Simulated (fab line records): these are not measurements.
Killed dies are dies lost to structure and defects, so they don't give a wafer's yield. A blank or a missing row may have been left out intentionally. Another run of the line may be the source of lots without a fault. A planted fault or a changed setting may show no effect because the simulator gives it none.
A lot that was struck, set against a sound lot || flow n5Finfet || 16 steps out of a route of 1938
Sound: wafers L877.2, L877.3, L877.6. Struck: wafer L894.5; the same lot's L894.6 was not struck, so it is left out; see the end for the cause.
Order at every step that has rows: each side's tool, ch and its chambers, its first start. Under that, the readings that differ: sound wafers || struck wafers || difference of the means || sigmas: that difference in standard deviations of wafers without a fault.
alike: readings with means less than 2 such deviations apart, plus words and numbers identical on both sides. not compared: withheld readings, readings lacking a value on some wafer, bounds such as >300 that could conceal the same value, and numbers that have no deviation in the record and whose values overlap.
Wherever a step has rows on one side only, a row that says differs or no value, or a row with sigmas, the two part there. Numbers that don't overlap but have no deviation are shown without sigmas and don't part them. Lack of a reading on every wafer of one side parts them only where that side has two or more wafers.

first, 1 step without rows for these wafers: N5_BEOL_M0_SAQP_STRIP_80 (strips in N2/H2).
N5_BEOL_M0_SAQP_HM_OPEN_112: chemistry CHF3/O2, target SiO2, stops on a-Si, target depth 12 nm, time 13.5 s.
  sound on rieDiel-01 ch 0,2, day 5 10:44; struck on rieDiel-04 ch 2, day 10 04:14
{"reading": "showerheadPlenumPTorr (Torr)", "sound": "2.52 2.47 2.52", "struck": 2.28, "difference": -0.22, "sigmas": -3}
  alike: drypumpMotorCurrentA, oesProductAu, rfVppV, throttleValvePct
  not compared: rfHoursCounterH
then, 1 step without rows for these wafers: N5_BEOL_M0_SAQP_STRIP_113 (strips in CHF3/O2).
N5_BEOL_M0_SAQP_MANDREL_ETCH_20: etches a-Si in HBr/Cl2, stops on SiNx, target depth 60 nm, bt time 10 s, time 30 s.
  sound on rieSi-01 ch 0,3, day 5 10:49; struck on rieSi-02 ch 0, day 10 04:20
{"reading": "oesProductAu (a.u.)", "sound": "0.778 0.786 0.785", "struck": 0.749, "difference": -0.034, "sigmas": -2}
  alike: drypumpMotorCurrentA, heBacksideLeakSccm, throttleValvePct
  not compared: rfHoursCounterH
N5_BEOL_M0_SAQP_STRIP_86: strips in N2/H2.
  sound on rieDiel-03 ch 1,2,3, day 5 10:55; struck on rieDiel-04 ch 1, day 10 04:24
{"reading": "n2FlowSccm (sccm)", "sound": "299.3 300.7 298.6", "struck": 301.8, "difference": "+2.3", "sigmas": "+2"}
  alike: drypumpMotorCurrentA, oesProductAu, rfVppV, showerheadPlenumPTorr, throttleValvePct
  not compared: rfHoursCounterH
then, 5 steps without rows for these wafers: N5_BEOL_M0_SAQP_STRIP_115 (strips in post etch residue remover, time 60 s); N5_BEOL_M0_SAQP_SRD_93 (time 30 s); N5_BEOL_M0_SAQP_RECESS_114 (chemistry HF/NH3, target SiO2, target depth 14.4 nm, afs cycles 3, sublimation time 60 s); N5_BEOL_M0_SAQP_SPACER1_ALD_98 (deposits SiO2, target thk 12.8 nm, pulse time 1 s, purge time 2 s); N5_BEOL_M0_SAQP_SPACER1_ETCHBACK_99 (etches SiO2 in CHF3/O2, target depth 15.4 nm, time 7.7 s).
N5_BEOL_M0_SAQP_MANDREL1_REMOVE_100: chemistry HBr/Cl2/O2, target a-Si, stops on SiNx, bt time 10 s.
  sound on rieSi-06 ch 0,1,3, day 5 12:00; struck on rieSi-02 ch 0, day 10 05:35
  alike: drypumpMotorCurrentA, heBacksideLeakSccm, oesProductAu, throttleValvePct
  not compared: rfHoursCounterH
N5_BEOL_M0_SAQP_CD_MEAS_25: target cd 13.1 nm.
  sound on cdSem-03 ch 0, day 5 12:07; struck on cdSem-02 ch 0, day 10 05:40
  alike: cdNm
N5_BEOL_M0_SAQP_ETCH_101: etches SiNx in CH3F/O2, target depth 29.9 nm, time 42.7 s.
  sound on rieDiel-03 ch 1,2, day 5 12:16; struck on rieDiel-01 ch 3, day 10 05:45
{"reading": "oesProductAu (a.u.)", "sound": "0.79 0.84 0.83", "struck": 0.98, "difference": "+0.16", "sigmas": "+3"}
{"reading": "showerheadPlenumPTorr (Torr)", "sound": "2.11 2.05 2.05", "struck": 1.92, "difference": -0.15, "sigmas": -2}
{"reading": "model.etch.depthNm (nm)", "sound": "30.19 29.96 29.74", "struck": 44.11, "difference": "+14.15", "sigmas": ""}
  alike: drypumpMotorCurrentA, rfVppV, throttleValvePct
  not compared: rfHoursCounterH
N5_BEOL_M0_SAQP_ETCH_102: etches SiO2 in CF4, target depth 4 nm, time 4.4 s.
  sound on rieSi-01 ch 1,2, day 5 12:22; struck on rieSi-01 ch 2, day 10 05:50
  alike: drypumpMotorCurrentA, heBacksideLeakSccm, oesProductAu, throttleValvePct
  not compared: rfHoursCounterH
-- here the record skips 3 days between the struck wafers' starts before and after, leaving off in module BEOL_M0_SAQP and picking up in module BEOL_M4 (first step shown: number 1111 of the route) --
N5_BEOL_M4_RC_MEAS_101:
  sound on prober-02 ch 0, day 8 11:55; struck on prober-02 ch 0, day 12 19:04
{"reading": "DIBL_P (mV/V)", "sound": "38 37 42", "struck": 32, "difference": -7, "sigmas": -2}
{"reading": "SS_P (mV/dec)", "sound": "73.9 73.7 74.8", "struck": 72.0, "difference": -2.1, "sigmas": -2}
  alike: DIBL_N, IOFF_N, IOFF_P, ION_N, ION_P, SS_N, VT_N, VT_P
-- the record jumps here: 5 days lie between the struck wafers' starts before and after (it left off in module BEOL_M4 and takes up again in module PASSIVATION, whose first step shown is number 1936 of the route) --
N5_PASSIVATION_PROBE_49:
  sound on prober-02, day 13 11:31; struck on prober-02, day 17 13:30
  alike: defectLimitedYield, killed_at_M0_to_M3, killed_at_M4_up, killedAtContacts, killedAtFrontEnd, killedAtOther, killedDies, killedOpen, killedShort, sort_bin_4_leakage, sort_bin_5_function, sort_bin_6_memory, sort_bin_8_speed, sortNPass, sortYieldPct

== WHERE THEY PART ==
Earliest at N5_BEOL_M0_SAQP_HM_OPEN_112; latest, in this record, at N5_BEOL_M4_RC_MEAS_101. Later steps at which nothing parts them and some readings are alike: N5_PASSIVATION_PROBE_49.

WHY: what the simulator had put in
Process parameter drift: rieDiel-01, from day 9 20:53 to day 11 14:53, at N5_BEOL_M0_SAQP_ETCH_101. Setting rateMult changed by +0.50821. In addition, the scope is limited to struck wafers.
